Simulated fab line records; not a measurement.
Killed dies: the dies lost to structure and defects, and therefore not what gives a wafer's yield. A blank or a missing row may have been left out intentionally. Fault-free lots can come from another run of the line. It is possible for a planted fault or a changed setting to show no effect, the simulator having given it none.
Which tool was responsible?	flow nand harc	72 wafers from 24 lots sampled at 4 of the route's 1302 steps

## WHAT EACH GAUGE READ, for each wafer
NHARC_A_ZERO_WELL_CD_MEAS_10: target cd 2000 nm.
lot	measured	on	cd nm (nm)
L075	day 7 09:52	cd sem-02	2000.3 1999.5 1999.9
L074	day 7 11:29	cd sem-03	1997.3 1999.5 1998.0
L077	day 8 03:40	cd sem-03	2000.3 2002.0 2002.0
L076	day 8 04:01	cd sem-01	2000.5 1999.7 2001.2
L078	day 8 16:25	cd sem-02	2002.7 2000.6 2000.1
L079	day 9 06:35	cd sem-02	1999.7 2000.3 1999.1
L080	day 9 08:42	cd sem-03	1998.2 1999.4 1999.8
L081	day 9 14:14	cd sem-02	2001.3 2000.4 1999.9
L082	day 10 04:04	cd sem-03	2002.8 2001.2 2003.5
L083	day 10 08:49	cd sem-01	1997.8 2001.3 1998.7
L084	day 11 03:08	cd sem-03	2001.1 2001.6 2000.8
L085	day 11 09:05	cd sem-02	1998.1 1998.5 1998.1
L086	day 11 17:24	cd sem-03	2001.2 1999.9 2001.9
L087	day 12 03:14	cd sem-03	1999.4 1999.2 1998.3
L088	day 12 20:12	cd sem-02	2001.1 2001.8 2001.4
L089	day 13 01:59	cd sem-02	1998.6 1996.2 1997.5
L090	day 13 18:04	cd sem-01	1998.6 2000.4 1999.2
L091	day 14 02:46	cd sem-02	1999.5 1997.6 1998.4
L092	day 14 08:03	cd sem-01	1998.1 2000.3 2000.1
L093	day 14 16:44	cd sem-01	2000.8 1999.0 1998.5
L094	day 14 22:45	cd sem-03	2001.7 2002.9 2000.2
L095	day 15 10:05	cd sem-01	2002.8 2002.3 2003.4
L096	day 16 00:05	cd sem-03	1999.5 1999.7 2000.5
L097	day 16 14:54	cd sem-03	1997.9 1998.2 1999.3

NHARC_A_ONON_D1_THK_MEAS_24: measures by ellipsometry.
lot	measured	on	thk nm (nm)
L075	day 8 19:50	film metro-01	994 995 996
L074	day 8 19:50	film metro-02	991 992 991
L077	day 9 12:24	film metro-02	998 1000 999
L076	day 9 12:24	film metro-01	996 997 998
L078	day 10 02:08	film metro-02	993 994 993
L079	day 10 17:20	film metro-01	1005 1006 1006
L080	day 10 17:20	film metro-02	1007 1012 1012
L081	day 11 03:08	film metro-02	993 993 992
L082	day 11 14:04	film metro-01	987 987 990
L083	day 12 02:20	film metro-01	998 1000 999
L084	day 12 12:17	film metro-01	985 982 985
L085	day 12 19:56	film metro-01	1011 1011 1012
L086	day 13 04:41	film metro-02	1007 1008 1007
L087	day 13 11:53	film metro-01	1000 1000 1001
L088	day 14 05:48	film metro-01	986 987 988
L089	day 14 11:16	film metro-01	1008 1008 1009
L090	day 15 07:03	film metro-02	1008 1005 1005
L091	day 15 12:05	film metro-02	1001 1004 1002
L092	day 15 17:53	film metro-02	989 988 986
L093	day 16 05:08	film metro-01	999 997 998
L094	day 16 10:52	film metro-02	1001 1003 1001
L095	day 17 02:46	film metro-01	1008 1009 1009
L096	day 17 16:23	film metro-01	999 1001 1000
L097	day 18 04:02	film metro-02	1011 1011 1009

NHARC_A_CHANNEL_HOLE_D1_OVL_MEAS_11.
lot	measured	on	overlay x nm (nm)	overlay y nm (nm)
L075	day 9 03:31	overlay-01	0.3 0.2 0.1	-0.9 -1.1 -1.1
L074	day 9 01:44	overlay-01	0.4 0.0 -0.4	-0.5 -0.4 0.0
L077	day 9 17:51	overlay-02	0.6 0.9 1.5	-1.5 -1.3 -0.9
L076	day 9 18:41	overlay-01	-0.1 0.3 0.3	1.2 0.4 0.8
L078	day 10 06:52	overlay-02	1.2 1.0 1.8	-0.3 -0.2 -0.4
L079	day 10 22:50	overlay-01	0.3 0.3 0.4	-0.5 -0.7 -1.3
L080	day 10 21:47	overlay-01	-0.8 -0.8 -0.6	-1.0 -1.2 -1.3
L081	day 11 10:29	overlay-02	0.4 0.4 0.9	1.4 1.2 1.0
L082	day 11 20:07	overlay-01	0.4 0.2 0.5	0.4 0.9 0.8
L083	day 12 11:37	overlay-02	0.1 0.1 0.2	-0.4 0.1 -0.1
L084	day 12 19:03	overlay-01	-0.9 0.0 -0.2	0.0 0.3 0.3
L085	day 13 04:20	overlay-02	-0.9 -0.3 -1.0	-1.1 -0.7 -1.0
L086	day 13 09:05	overlay-01	0.3 0.2 0.6	0.2 0.5 0.3
L087	day 13 16:22	overlay-02	0.0 0.1 0.5	0.9 0.4 1.1
L088	day 14 10:55	overlay-01	0.1 -0.6 0.0	0.3 -0.5 -0.1
L089	day 14 18:59	overlay-01	0.3 0.2 0.3	0.6 0.1 0.0
L090	day 15 12:14	overlay-01	-0.9 -0.2 -0.5	-0.3 0.4 0.4
L091	day 15 17:47	overlay-02	-1.0 0.0 -0.7	-0.2 0.2 -0.4
L092	day 15 22:17	overlay-01	0.5 1.2 1.2	0.5 0.7 1.1
L093	day 16 09:40	overlay-01	-0.5 -0.1 0.1	-0.2 0.4 0.4
L094	day 16 15:23	overlay-01	-0.1 -0.2 0.1	-0.3 -0.7 -0.5
L095	day 17 07:16	overlay-02	-0.8 0.3 -0.8	0.1 0.0 0.5
L096	day 17 23:22	overlay-01	0.1 0.4 0.0	0.6 1.0 0.3
L097	day 18 13:14	overlay-01	0.8 0.8 0.9	0.5 0.8 0.7

## WHICH TOOL RAN EACH LOT (tool, then ch and the chambers of the sampled wafers, then the start)
lot	NHARC_A_ZERO_WELL_DESCUM_12
L075	rie diel-04 ch 0,1,3, day 7 10:01
L074	rie diel-04 ch 0,1,3, day 7 11:39
L077	rie diel-04 ch 0,1,3, day 8 03:49
L076	rie diel-02 ch 0,1,3, day 8 04:11
L078	rie diel-02 ch 0,3, day 8 16:35
L079	rie diel-04 ch 0,3, day 9 06:44
L080	rie diel-02 ch 0,3, day 9 08:52
L081	rie diel-04 ch 1,3, day 9 14:25
L082	rie diel-04 ch 0,3, day 10 04:13
L083	rie diel-04 ch 0,2, day 10 08:59
L084	rie diel-04 ch 0,2, day 11 03:17
L085	rie diel-04 ch 1,2,3, day 11 09:14
L086	rie diel-04 ch 0,3, day 11 17:34
L087	rie diel-04 ch 1,3, day 12 03:23
L088	rie diel-02 ch 0,2,3, day 12 20:22
L089	rie diel-02 ch 0,2,3, day 13 02:08
L090	rie diel-04 ch 0,1,2, day 13 18:15
L091	rie diel-04 ch 1,2, day 14 02:56
L092	rie diel-04 ch 1,3, day 14 08:13
L093	rie diel-04 ch 1,2,3, day 14 16:54
L094	rie diel-04 ch 1,3, day 14 22:55
L095	rie diel-04 ch 1,2, day 15 10:15
L096	rie diel-02 ch 0,1,2, day 16 00:14
L097	rie diel-02 ch 1,2,3, day 16 15:03
- NHARC_A_ZERO_WELL_DESCUM_12: chemistry O2, time 3 s.

## AS READ BY THE TOOLS THEMSELVES (means over the sampled wafers that have a number; for cases with no such wafer, the mark the record gives instead)
NHARC_A_ZERO_WELL_DESCUM_12.
lot	tool	drypump motor current A (A)	oes product au (a.u.)	rf vpp V (V)	showerhead plenum p Torr (Torr)	throttle valve pct (%)
L075	rie diel-04	5.9	0.997	57.0	1.90	11.312
L074	rie diel-04	5.9	1.001	57.4	1.90	11.311
L077	rie diel-04	5.9	0.998	57.5	1.90	11.310
L076	rie diel-02	5.5	1.009	58.1	1.92	11.313
L078	rie diel-02	5.5	1.004	56.9	1.89	11.311
L079	rie diel-04	5.7	0.998	58.4	1.83	11.301
L080	rie diel-02	5.2	1.007	57.4	1.87	11.319
L081	rie diel-04	6.4	0.996	57.7	1.98	11.313
L082	rie diel-04	5.7	1.007	57.9	1.83	11.315
L083	rie diel-04	5.5	1.005	57.2	1.80	11.305
L084	rie diel-04	5.3	1.004	57.0	1.79	11.311
L085	rie diel-04	6.1	1.003	58.0	1.90	11.310
L086	rie diel-04	5.4	1.009	56.6	1.81	11.309
L087	rie diel-04	6.2	1.000	57.5	1.92	11.315
L088	rie diel-02	5.6	1.003	57.2	1.86	11.313
L089	rie diel-02	5.6	0.997	57.6	1.86	11.313
L090	rie diel-04	5.8	0.999	58.2	1.88	11.313
L091	rie diel-04	6.0	1.000	56.6	1.88	11.311
L092	rie diel-04	6.4	0.993	57.5	1.98	11.313
L093	rie diel-04	6.1	1.006	57.5	1.90	11.310
L094	rie diel-04	6.2	0.995	58.0	1.92	11.318
L095	rie diel-04	6.3	0.992	58.1	1.97	11.302
L096	rie diel-02	5.7	1.001	57.8	1.88	11.307
L097	rie diel-02	6.0	1.009	57.9	1.89	11.313

## THE ANSWER, worked out from the rows above alone
Rule: what is usual is taken from the lots themselves. The widest of any qualifying gaps counts: lots, ordered by their means at a reading, are off when they make up no more than a third of the lots, leave a main group of 4 or more, and stand apart from it by 3 or more times the standard deviation of that group's means. The tables above print the reading to a certain number of digits; a main group whose means all agree to those digits is not used. Also off: a lot with no number at a reading for which 4 or more lots have one. The other lots that the step has rows for count as sound. First the gauges in route order, then the tools' own readings, where a lot's mean is used as printed above. The first step at which some lot is off is used, and at that step the reading that is off furthest; a lot without a number counts as furthest.
No lot is off at any reading shown: from this, nothing can be told.

## WHAT THE SIMULATOR PUT IN
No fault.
